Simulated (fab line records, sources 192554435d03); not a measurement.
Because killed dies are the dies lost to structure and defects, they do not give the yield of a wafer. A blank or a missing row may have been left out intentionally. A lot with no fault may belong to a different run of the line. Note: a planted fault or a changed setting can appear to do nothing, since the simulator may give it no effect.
Code-filled problem report in 8D (eight disciplines) form | flow n5_finfet | the parts of the form that need people (team, actions taken, sign-off) are left out

1. THE ISSUE
Wafers without a fault read 12, standard deviation 5.4; killed_at_contacts at N5_PASSIVATION_PROBE_49 reads a mean of 1087 on 4 wafers belonging to 2 lots. That is +99 or more standard deviations from the usual mean.
First seen on wafer L663.1, day 12 19:41, on prober-01. The record has a number at this step for 20 wafers belonging to 7 lots. By rule, "out" or "out of limits" means more than 4 standard deviations away from the usual mean. The rest of the wafers with a number are treated as sound.

2. WHAT IT IS; WHAT IT IS NOT
question                    | is                                                                                                                     | is not
which readings at this step | killed_at_contacts, defect_limited_yield, killed_dies, killed_on_rim, sort_bin_5_function, sort_n_pass, sort_yield_pct | killed_at_M0_to_M3, killed_at_M4_up, killed_at_front_end, killed_at_other, killed_open, killed_short
which lots                  | L663, L664                                                                                                             | L657, L661, L671, L678, L679
which wafers of those lots  | L663.1, L663.3, L664.3, L664.5                                                                                         | L663.4, L664.6
read on which tools         | prober-01                                                                                                              | prober-02
when                        | from day 12 19:41                                                                                                      | up to then (6 sound wafers); but 10 sound wafers of L663, L664, L671, L678, L679 came after

3. SUSPECTS, AND WHAT RULES EACH OUT
Counting: any tool at a process step up to the reading remains a suspect provided it ran every lot that is out. Sound lots after the first of them don't rule it out here, since some wafers of a struck lot are sound.
- rie_diel-06 at N5_MOL_CONTACT_COAG_ETCH_110 (etches Si in CF4/O2, target depth 2.5 nm, time 8 s): kept. It ran every lot that is out, first L663 (day 6 03:53).
- ald_sin-01 at N5_MOL_CONTACT_COAG_ALD_123 (deposits SiNx, target thk 5 nm, pulse time 1 s, purge time 2 s): kept. It processed each lot that is out (first: L663, day 6 14:36); up to then, its last sound lot is L661 (day 6 04:02).
- prober-01 at N5_PASSIVATION_PROBE_49: kept. It processed each lot that is out (first: L663, day 12 19:41); up to then, its last sound lot is L657 (day 11 19:50). On those wafers its own readings are out: defect_limited_yield, killed_at_contacts, killed_dies, killed_on_rim, sort_bin_5_function, sort_n_pass, sort_yield_pct.
After the count, these remain: rie_diel-06 at N5_MOL_CONTACT_COAG_ETCH_110, ald_sin-01 at N5_MOL_CONTACT_COAG_ALD_123 and prober-01 at N5_PASSIVATION_PROBE_49.

4. THE CAUSE (what the simulator had put in)
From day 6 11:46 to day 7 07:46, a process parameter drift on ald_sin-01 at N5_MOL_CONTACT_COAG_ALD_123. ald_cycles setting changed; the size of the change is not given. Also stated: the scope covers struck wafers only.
Counting leaves 3 suspects; this tool is one of them.

5. THE CHAIN OF EFFECTS, in route order
Each row: a reading whose mean over the struck wafers that have a number lies more than 3 standard deviations from the usual. Readings are gone through only where the record gives a usual standard deviation; hours: the median, over the lots, of the time from a lot's start at the first step in this table giving one to that lot's start at this step; sigmas: the change measured in usual standard deviations.
hours | step                    | reading              | usual  | on struck wafers | change | sigmas
0     | N5_PASSIVATION_PROBE_49 | defect_limited_yield | 91.2 % | 0.0              | -91.2  | -65
0     | N5_PASSIVATION_PROBE_49 | killed_at_contacts   | 12     | 1087             | +1075  | +99 or more
0     | N5_PASSIVATION_PROBE_49 | killed_dies          | 104    | 1180             | +1076  | +63
0     | N5_PASSIVATION_PROBE_49 | killed_on_rim        | 14     | 152              | +138   | +36
0     | N5_PASSIVATION_PROBE_49 | sort_bin_5_function  | 5.2 %  | 96.5             | +91.3  | +93
0     | N5_PASSIVATION_PROBE_49 | sort_n_pass          | 1076   | 0                | -1076  | -63
0     | N5_PASSIVATION_PROBE_49 | sort_yield_pct       | 91.2 % | 0.0              | -91.2  | -65
It contains these process steps:
- N5_PASSIVATION_PROBE_49

6. HOW IT WOULD HAVE BEEN CAUGHT EARLIER
152 hours passed between the start of the fault at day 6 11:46 and the first reading out of limits in this record, taken at day 12 19:41.
No tool reading at N5_MOL_CONTACT_COAG_ALD_123 that has a usual standard deviation in the record was out on any struck wafer, so an alarm limit of 4 standard deviations on those readings would not have fired.
By day 12 19:41 the whole set of lots that are out, 2 in number, had already begun N5_MOL_CONTACT_COAG_ALD_123 on ald_sin-01. Had the tool been put on hold then, not one of them would have been saved.
